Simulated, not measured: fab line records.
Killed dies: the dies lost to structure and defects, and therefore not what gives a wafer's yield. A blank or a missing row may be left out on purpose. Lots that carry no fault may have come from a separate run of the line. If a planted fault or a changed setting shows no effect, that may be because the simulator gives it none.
A lot that was struck, set against a sound lot | flow n5Finfet | 44 out of 1938 route steps
Sound: wafers L580.3, L580.4, L580.6. Struck: wafer L595.6 (left out: L595.2, a lot-mate that was not struck); the cause follows at the end.
At each step with rows: each side's tool, then ch and its chambers, then its first start. Under that, the readings that differ: sound wafers | struck wafers | difference of the means | sigmas: that difference in standard deviations of wafers without a fault.
alike: a reading whose means differ by less than 2 such deviations, as well as words and numbers matching on both sides. not compared: withheld readings; readings where some wafer has no value; bounds like >300 that might hide an equal value; numbers whose values overlap and for which the record gives no deviation.
The two part at a step that has a row with sigmas, a row that says differs or no value, or rows on one side only. When numbers do not overlap yet have no deviation, they are printed without sigmas and do not part them. A reading missing from all wafers of one side parts the sides only when that side holds two or more wafers.

N5_BEOL_M11_ALD_74: deposits TaN, target thk 2 nm, pulse time 2 s, purge time 3 s.
  sound on aldMetal-01 ch 1,2,3, day 11 02:25; struck on aldMetal-04 ch 0, day 14 13:00
  alike: heaterPowerW
then, 4 steps without rows for these wafers: N5_BEOL_M11_SURFACE_TREAT_76; N5_BEOL_M11_CVD_75 (deposits Co from CCTBA/H2, target thk 2 nm, time 138.9 s); N5_BEOL_M11_SPUTTER_48 (material Cu, target thk 12 nm, time 2 s); N5_BEOL_M11_ECD_50 (material Cu, target thk 318 nm).
N5_BEOL_M11_ANNEAL_51: time 90 s.
  sound on rtpAnneal-01 ch 0, day 11 03:20; struck on rtpAnneal-01 ch 0, day 14 14:11
  alike: wafer_temp_C_max
then, 1 step without rows for these wafers: N5_BEOL_M11_CMP_52 (polishes, stops on SiCOH lowk, t overpolish 7 s, target thk 140 nm).
N5_BEOL_M11_THK_MEAS_53: measures by xrf.
  sound on filmMetro-01 at day 11 03:50; struck on filmMetro-01 at day 14 14:44
  alike: M11_THK
then, 1 step without rows for these wafers: N5_BEOL_M11_PRE_CLEAN_55 (time 15 s).
N5_BEOL_M11_DEP_56: deposits SiCN from 3MS/NH3, target thk 30 nm, time 10.5 s.
  sound on pecvd-01 ch 0,2, day 11 03:53; struck on pecvd-01 ch 1, day 14 14:48
reading                      | sound             | struck | difference | sigmas
showerheadPlenumPTorr (Torr) | 4.156 4.146 4.131 | 4.197  | +0.053     | +2
  alike: throttleValvePct
N5_BEOL_M11_RS_MEAS_57: measures by four-point-probe.
  sound on filmMetro-02 at day 11 03:57; struck on filmMetro-01 at day 14 14:52
  alike: M11_RS
N5_BEOL_M11_INSPECT_58: inspects for defects (darkfield).
  sound on defectInspect-02 at day 11 03:59; struck on defectInspect-02 at day 14 14:53
  alike: rawDefectCount
N5_BEOL_M12_ILD_DEP_00: deposits SiOC from DEMS/O2, target thk 658.92 nm, time 130.7 s.
  sound on pecvd-03 ch 0,1,2, day 11 04:01; struck on pecvd-03 ch 2, day 14 14:55
reading                                      | sound             | struck | difference | sigmas
runLengthS (s)                               | 174.2 174.7 174.8 | 123.9  | -50.7      | -84
model.SiOC_of_BEOL_M12_ILD_DEP_00.thkNm (nm) | 659.8 665.2 660.8 | 396    | -266       | 
  alike: heaterPowerW, showerheadPlenumPTorr, throttleValvePct
N5_BEOL_M12_THK_MEAS_01:
  sound on filmMetro-02 at day 11 04:09; struck on filmMetro-02 at day 14 15:04
reading          | sound       | struck | difference | sigmas
M12_ILD_THK (nm) | 660 665 661 | 396    | -266       | -30
then, 8 steps without rows for these wafers: N5_BEOL_M12_COAT_58 (time 60 s, resist thk 89 nm); N5_BEOL_M12_COAT_04 (resist thk 400 nm); N5_BEOL_M12_EBR_06; N5_BEOL_M12_SOFTBAKE_05 (time 60 s); N5_BEOL_M12_EXPOSE_07 (exposes mask V11); N5_BEOL_M12_PEB_08 (peb time 90 s); N5_BEOL_M12_DEVELOP_09 (develop time 45 s); N5_BEOL_M12_HARDBAKE_14 (time 120 s).
N5_BEOL_M12_CD_MEAS_10: target cd 140 nm.
  sound on cdSem-02 ch 0, day 11 04:35; struck on cdSem-02 ch 0, day 14 15:22
reading   | sound             | struck | difference | sigmas
cdNm (nm) | 139.4 138.6 138.2 | 142.8  | +4.1       | +3
N5_BEOL_M12_OVL_MEAS_11:
  sound on overlay-02 ch 0, day 11 04:37; struck on overlay-01 ch 0, day 14 15:23
  alike: V11_OVL
N5_BEOL_M12_INSPECT_12: inspects for defects (macro).
  sound on defectInspect-01 at day 11 04:38; struck on defectInspect-02 at day 14 15:25
reading        | sound | struck | difference | sigmas
rawDefectCount | 2 1 0 | 4      | +3         | +2
N5_BEOL_M12_DESCUM_15: chemistry O2, time 7.9 s.
  sound on rieDiel-01 ch 0,1,3, day 11 05:31; struck on rieDiel-01 ch 3, day 14 15:27
  alike: drypumpMotorCurrentA, oesProductAu, rfVppV, showerheadPlenumPTorr, throttleValvePct
  not compared: rfHoursCounterH
N5_BEOL_M12_ETCH_59: etches BARC in N2/H2, target depth 89 nm, overetch 26.7 nm, time 67.9 s.
  sound on rieDiel-01 ch 0,1,3, day 11 05:33; struck on rieDiel-01 ch 3, day 14 15:29
  alike: drypumpMotorCurrentA, oesProductAu, rfVppV, showerheadPlenumPTorr, throttleValvePct
  not compared: rfHoursCounterH
N5_BEOL_M12_VIA_ETCH_16: etches SiOC in C4F8/O2/Ar, target depth 724.8 nm.
  sound on rieDiel-01 ch 0,1,3, day 11 05:36; struck on rieDiel-01 ch 3, day 14 15:32
reading                                   | sound             | struck | difference | sigmas
model.etch.depthNm (nm)                   | 659.9 665.2 660.7 | 395.9  | -266.0     | 
model.coat_of_BEOL_M12_COAT_04.thkNm (nm) | 124.6 122 123.4   | 199.6  | +76.3      | 
  alike: drypumpMotorCurrentA, oesProductAu, rfVppV, showerheadPlenumPTorr, throttleValvePct
N5_BEOL_M12_STRIP_63: strips in N2/H2.
  sound on plasmaAsher-02 ch 0,1, day 11 05:49; struck on plasmaAsher-01 ch 1, day 14 15:44
reading                  | sound             | struck | difference | sigmas
oesProductAu (a.u.)      | 0.692 0.693 0.690 | 0.782  | +0.090     | +18
stripTimeToEndpointS (s) | 42.9 42.2 42.6    | 62.5   | +19.9      | +23
  alike: drypumpMotorCurrentA, heaterPowerW
  not compared: rfHoursCounterH
then, 3 steps without rows for these wafers: N5_BEOL_M12_STRIP_64 (strips in N2/H2); N5_BEOL_M12_STRIP_71 (strips in post etch residue remover, time 60 s); N5_BEOL_M12_SRD_72 (time 30 s, dry time 30 s).
N5_BEOL_M12_CD_MEAS_17: target cd 140 nm.
  sound on cdSem-03 at day 11 06:01; struck on cdSem-01 at day 14 15:57
  alike: cdNm
then, 9 steps without rows for these wafers: N5_BEOL_M12_COAT_65 (time 60 s, resist thk 300 nm); N5_BEOL_M12_COAT_66 (time 60 s, resist thk 110 nm); N5_BEOL_M12_COAT_22 (resist thk 300 nm); N5_BEOL_M12_EBR_24; N5_BEOL_M12_SOFTBAKE_23 (time 60 s); N5_BEOL_M12_EXPOSE_25 (exposes mask M12); N5_BEOL_M12_PEB_26 (peb time 90 s); N5_BEOL_M12_DEVELOP_27 (develop time 45 s); N5_BEOL_M12_HARDBAKE_32 (time 120 s).
N5_BEOL_M12_CMP_49: polishes, stops on SiOC, t overpolish 20.6 s, target thk 320 nm.
  sound on cmp-03 ch 1,2, day 11 09:04; struck on cmp-04 ch 0, day 14 19:56
reading                                      | sound             | struck | difference | sigmas
platenRpm (rpm)                              | 50.04 50.01 50.02 | 49.92  | -0.10      | -3
model.SiOC_of_BEOL_M12_ILD_DEP_00.thkNm (nm) | 600.2 606 600.8   | 334.6  | -267.7     | 
  alike: motorCurrentA
then, 1 step without rows for these wafers: N5_PASSIVATION_PROBE_49.

WHERE THEY PART
Earliest at N5_BEOL_M11_DEP_56; latest, in this record, at N5_BEOL_M12_CMP_49.

WHY: what the simulator had put in
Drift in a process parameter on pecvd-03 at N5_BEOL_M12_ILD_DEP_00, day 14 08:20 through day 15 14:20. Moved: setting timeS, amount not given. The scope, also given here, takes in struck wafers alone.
